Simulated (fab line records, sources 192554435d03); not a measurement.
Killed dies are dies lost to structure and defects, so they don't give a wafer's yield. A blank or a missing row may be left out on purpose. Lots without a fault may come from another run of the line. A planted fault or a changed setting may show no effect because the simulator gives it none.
Which tool did it? | flow n5_finfet | 9 lots, 27 wafers sampled, at 5 steps of a route of 1938

WHAT THE GAUGES READ, wafer by wafer
N5_BEOL_M4_RC_MEAS_101.
lot  | measured     | on        | DIBL_N (mV/V)  | DIBL_P (mV/V)  | IOFF_N (nA/um) | IOFF_P (nA/um) | ION_N (uA/um) | ION_P (uA/um) | RC_DENSE_N (ohm.um) | RC_DENSE_P (ohm.um) | RC_N (ohm.um)  | RC_P (ohm.um)  | REXT_N (ohm.um)   | REXT_P (ohm.um)   | SS_N (mV/dec)  | SS_P (mV/dec)  | VT_N (mV)   | VT_P (mV)
L483 | day 9 00:46  | prober-02 | 37.4 35.3 36.7 | 37.4 34.8 36.8 | 0.19 0.14 0.18 | 0.21 0.17 0.20 | 688 669 664   | 468 454 457   | 18.8 18.9 18.5      | 23.6 23.7 23.0      | 15.2 15.5 15.1 | 19.2 19.3 18.8 | 73.3 73.2 73.7    | 99.8 98.8 99.5    | 71.5 71.3 72.4 | 73.3 73.3 73.7 | 247 253 249 | -251 -255 -252
L484 | day 9 02:31  | prober-02 | 37.4 34.8 35.5 | 38.4 34.5 35.5 | 0.18 0.13 0.15 | 0.23 0.16 0.18 | 679 674 671   | 467 461 458   | 19.8 19.2 19.8      | 25.1 24.0 24.8      | 16.1 15.7 16.1 | 20.2 19.6 20.4 | 76.7 75.5 76.5    | 99.1 98.2 98.9    | 71.6 70.8 70.8 | 74.6 73.0 73.6 | 249 251 251 | -246 -251 -253
L487 | day 9 11:06  | prober-01 | 39.4 39.1 38.0 | 39.6 39.7 38.2 | 0.27 0.25 0.23 | 0.30 0.30 0.27 | 700 697 697   | 471 473 471   | 18.7 19.0 18.7      | 23.3 23.4 23.4      | 15.5 15.7 15.3 | 19.2 19.3 19.0 | 75.6 75.3 75.3    | 101.5 100.2 102.4 | 72.8 71.7 71.8 | 74.4 74.9 73.8 | 242 241 242 | -245 -244 -250
L491 | day 11 02:02 | prober-02 | 34.1 35.5 35.3 | 33.4 35.1 35.6 | 0.13 0.15 0.15 | 0.16 0.18 0.18 | 667 677 671   | 456 463 461   | 18.9 18.9 20.1      | 23.5 23.7 24.8      | 15.4 15.3 16.2 | 19.3 19.2 20.2 | 79.0 78.4 80.6    | 96.7 95.7 96.7    | 70.7 71.3 71.5 | 72.5 73.8 73.5 | 249 253 252 | -254 -253 -254
L494 | day 11 09:05 | prober-01 | 35.3 33.8 33.4 | 37.0 34.9 34.9 | 0.17 0.14 0.13 | 0.18 0.15 0.15 | 631 619 603   | 424 416 413   | 70.7 68.3 70.5      | 89.0 84.9 87.4      | 57.6 56.1 56.6 | 71.4 69.4 71.3 | 109.8 109.1 112.5 | 140.7 141.5 142.4 | 71.2 71.3 70.9 | 73.0 73.1 72.6 | 249 250 250 | -258 -260 -259
L495 | day 12 01:31 | prober-01 | 35.6 37.8 35.9 | 36.4 38.3 36.5 | 0.15 0.20 0.15 | 0.20 0.23 0.21 | 612 617 623   | 424 425 431   | 71.9 70.2 71.8      | 90.8 88.8 90.2      | 58.4 57.3 58.1 | 73.2 72.5 74.1 | 114.5 112.0 113.2 | 142.6 143.7 144.3 | 71.0 72.0 71.7 | 73.4 73.8 73.6 | 251 246 251 | -249 -251 -252
L496 | day 12 00:05 | prober-02 | 37.1 35.6 34.8 | 37.9 35.9 34.4 | 0.17 0.15 0.13 | 0.21 0.17 0.16 | 627 606 615   | 433 421 424   | 68.4 68.5 69.7      | 85.5 86.8 87.5      | 56.0 56.3 56.6 | 69.8 70.5 71.9 | 113.6 114.3 114.5 | 147.7 151.5 149.9 | 71.4 71.7 71.3 | 73.3 73.1 72.4 | 248 248 251 | -251 -254 -255
L498 | day 12 18:07 | prober-02 | 36.1 34.3 35.9 | 38.3 35.7 37.9 | 0.17 0.14 0.17 | 0.23 0.19 0.22 | 681 670 683   | 468 466 465   | 19.0 19.4 19.2      | 23.6 24.0 23.6      | 15.5 15.8 15.5 | 19.3 19.5 19.4 | 76.5 77.0 77.5    | 99.9 101.2 102.2  | 71.4 70.0 70.7 | 73.1 73.2 73.0 | 244 251 248 | -250 -252 -250
L502 | day 13 08:45 | prober-02 | 37.0 35.7 37.2 | 35.9 34.2 37.3 | 0.16 0.13 0.17 | 0.21 0.19 0.23 | 680 666 684   | 465 460 469   | 19.3 18.5 19.0      | 23.7 23.0 23.4      | 15.7 15.1 15.3 | 19.4 18.6 18.9 | 79.4 78.5 80.2    | 103.5 101.4 103.4 | 71.2 69.8 71.0 | 72.9 72.2 73.9 | 249 254 249 | -253 -250 -247

WHICH TOOL RAN EACH LOT (tool, then ch and the chambers of the sampled wafers, then the start)
lot  | N5_MOL_CONTACT_COAG_STRIP_98      | N5_MOL_CONTACT_COAG_SIL_ANNEAL_21 | N5_MOL_CONTACT_COAG_PRE_CLEAN_141 | N5_MOL_CONTACT_COAG_CMP_23
L483 | rie_diel-06 ch 0,1,2, day 5 15:16 | rtp_anneal-02 ch 0, day 5 16:34   | pvd_sputter-03, day 5 18:48       | cmp-01 ch 1,2,3, day 5 22:22
L484 | rie_diel-05 ch 0,1,3, day 5 23:01 | rtp_anneal-02 ch 0, day 6 00:06   | pvd_sputter-01, day 6 00:15       | cmp-03 ch 1,2,3, day 6 04:29
L487 | rie_diel-06 ch 0,2,3, day 6 16:23 | rtp_anneal-01 ch 0, day 6 17:43   | pvd_sputter-03, day 6 19:41       | cmp-02 ch 2,3, day 6 22:06
L491 | rie_diel-04 ch 0,2,3, day 7 18:59 | rtp_anneal-01 ch 0, day 7 20:08   | pvd_sputter-02, day 7 21:47       | cmp-02 ch 0,2,3, day 8 00:25
L494 | rie_diel-04 ch 0,1,3, day 8 11:48 | rtp_anneal-02, day 8 13:18        | pvd_sputter-02, day 8 14:05       | cmp-01 ch 0,1, day 8 17:28
L495 | rie_diel-05 ch 0,1, day 8 21:37   | rtp_anneal-02, day 9 00:11        | pvd_sputter-03, day 9 01:08       | cmp-03 ch 1,2, day 9 03:55
L496 | rie_diel-06 ch 2,3, day 9 00:43   | rtp_anneal-02, day 9 03:50        | pvd_sputter-03, day 9 04:15       | cmp-03 ch 1,2,3, day 9 07:10
L498 | rie_diel-05 ch 0,3, day 9 17:56   | rtp_anneal-01 ch 0, day 9 19:11   | pvd_sputter-01, day 9 21:04       | cmp-01 ch 0,1,2, day 10 01:23
L502 | rie_diel-06 ch 0,2, day 10 13:10  | rtp_anneal-01 ch 0, day 10 14:41  | pvd_sputter-01, day 10 15:10      | cmp-01 ch 0,1, day 10 18:31
- N5_MOL_CONTACT_COAG_STRIP_98: strips in N2/H2.
- N5_MOL_CONTACT_COAG_SIL_ANNEAL_21: time 60 s.
- N5_MOL_CONTACT_COAG_PRE_CLEAN_141: time 60 s.
- N5_MOL_CONTACT_COAG_CMP_23: polishes, stops on SiO2, t overpolish 1.5 s, target thk 0 nm.

WHAT THE TOOLS THEMSELVES READ (means of the sampled wafers that have a number; where no wafer has one, the mark that the record gives instead)
N5_MOL_CONTACT_COAG_STRIP_98.
lot  | tool        | bias_power_w (W) | chamber_pressure_mTorr (mTorr) | drypump_motor_current_A (A) | oes_product_au (a.u.) | power_w (W) | rf_vpp_V (V) | showerhead_plenum_p_Torr (Torr) | throttle_valve_pct (%)
L483 | rie_diel-06 | 8.000            | 49.92                          | 5.2                         | 0.77                  | 498.6       | 54.6         | 3.31                            | 19.1
L484 | rie_diel-05 | 7.999            | 50.00                          | 5.8                         | 0.81                  | 500.8       | 54.6         | 3.33                            | 19.0
L487 | rie_diel-06 | 8.001            | 50.04                          | 5.0                         | 0.73                  | 501.6       | 53.9         | 3.25                            | 19.1
L491 | rie_diel-04 | 7.995            | 49.98                          | 5.7                         | 0.77                  | 500.4       | 54.0         | 3.37                            | 19.1
L494 | rie_diel-04 | 7.998            | 49.99                          | 5.6                         | 0.73                  | 498.8       | 53.7         | 3.35                            | 19.1
L495 | rie_diel-05 | 8.022            | 49.92                          | 5.4                         | 0.85                  | 499.8       | 53.7         | 3.35                            | 18.9
L496 | rie_diel-06 | 8.006            | 50.02                          | 5.2                         | 0.81                  | 501.1       | 54.0         | 3.42                            | 19.4
L498 | rie_diel-05 | 8.001            | 50.04                          | 6.2                         | 0.69                  | 498.7       | 55.1         | 3.27                            | 19.1
L502 | rie_diel-06 | 7.989            | 50.03                          | 5.0                         | 0.74                  | 500.0       | 53.2         | 3.25                            | 18.8

N5_MOL_CONTACT_COAG_SIL_ANNEAL_21.
lot  | tool          | lamp_power_pct (%) | lamp_zone_1_pct (%) | lamp_zone_4_pct (%) | wafer_temp_C_max
L483 | rtp_anneal-02 | 6.7                | 6.7                 | 6.7                 | 553.4
L484 | rtp_anneal-02 | 6.7                | 6.7                 | 6.7                 | 552.9
L487 | rtp_anneal-01 | 5.5                | 5.5                 | 5.5                 | 552.4
L491 | rtp_anneal-01 | 5.5                | 5.5                 | 5.5                 | 552.0
L494 | rtp_anneal-02 | -                  | -                   | -                   | -
L495 | rtp_anneal-02 | -                  | -                   | -                   | -
L496 | rtp_anneal-02 | -                  | -                   | -                   | -
L498 | rtp_anneal-01 | 5.5                | 5.5                 | 5.5                 | 552.2
L502 | rtp_anneal-01 | 5.5                | 5.5                 | 5.5                 | 552.2

N5_MOL_CONTACT_COAG_PRE_CLEAN_141.
lot  | tool           | heater_power_w (W) | susceptor_temp_C (C)
L483 | pvd_sputter-03 | 434                | 299.94
L484 | pvd_sputter-01 | 471                | 300.11
L487 | pvd_sputter-03 | 432                | 300.02
L491 | pvd_sputter-02 | 496                | 299.89
L494 | pvd_sputter-02 | 491                | 300.23
L495 | pvd_sputter-03 | 424                | 299.93
L496 | pvd_sputter-03 | 426                | 299.99
L498 | pvd_sputter-01 | 434                | 299.75
L502 | pvd_sputter-01 | 462                | 299.99

N5_MOL_CONTACT_COAG_CMP_23.
lot  | tool   | motor_current_A (A) | overpolish_run_s (s) | platen_rpm (rpm) | time_to_endpoint_s (s)
L483 | cmp-01 | 8.0                 | 1.510                | 50.28            | 5.4
L484 | cmp-03 | 8.2                 | 1.496                | 50.31            | 10.5
L487 | cmp-02 | 8.8                 | 1.499                | 50.28            | 8.2
L491 | cmp-02 | 8.5                 | 1.496                | 50.31            | 10.0
L494 | cmp-01 | 7.1                 | 1.502                | 50.29            | 8.9
L495 | cmp-03 | 7.7                 | 1.504                | 50.29            | 7.5
L496 | cmp-03 | 8.4                 | 1.504                | 50.27            | 8.9
L498 | cmp-01 | 7.5                 | 1.507                | 50.26            | 8.7
L502 | cmp-01 | 7.2                 | 1.498                | 50.32            | 8.9

THE ANSWER, worked out from the rows above alone
Rule: what is usual is taken from the lots themselves. Put in order of their means at a reading, lots are off if they are a third of the lots or fewer, leave a main group of 4 or more, and stand apart from it by a gap of 3 or more times the standard deviation of the main group's means; of several such gaps the widest counts. A main group whose means are all the same, to the digits that the tables above print for the reading, isn't used. A lot without any number at a reading at which 4 lots or more have one is off too. The other lots that the step has rows for count as sound. The gauges are gone through in route order, then the tools' own readings, and for those a lot's mean is taken as printed above. The first step at which some lot is off is used, and at that step the reading that is off furthest; a lot without a number counts as furthest.
Off: L494, L495, L496, at N5_BEOL_M4_RC_MEAS_101 (RC_N). The main group: mean 15.6 ohm.um, standard deviation 0.22.
A tool fits if, at a process step before that reading, it ran every lot that is off, and no sound lot after the first of them. The gauges at N5_BEOL_M4_RC_MEAS_101 aren't tried: what is off there is off at N5_MOL_CONTACT_COAG_SIL_ANNEAL_21 too, on other tools, and a gauge's error can't cause that. One fits: rtp_anneal-02 at N5_MOL_CONTACT_COAG_SIL_ANNEAL_21. Its last sound lot is L484 (day 6 00:06), its first lot that is off L494 (day 8 13:18): a fault that began between those two fits.
Blank at N5_MOL_CONTACT_COAG_SIL_ANNEAL_21 on the lots that are off, where sound lots have numbers: lamp_power_pct, lamp_zone_1_pct, lamp_zone_4_pct, wafer_temp_C_max.

WHAT THE SIMULATOR HAD PUT IN
Skipped step whole: rtp_anneal-02, from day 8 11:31 on, at N5_MOL_CONTACT_COAG_SIL_ANNEAL_21. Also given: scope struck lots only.
Lots struck among those shown: L494, L496, L495. The rule above found the same.
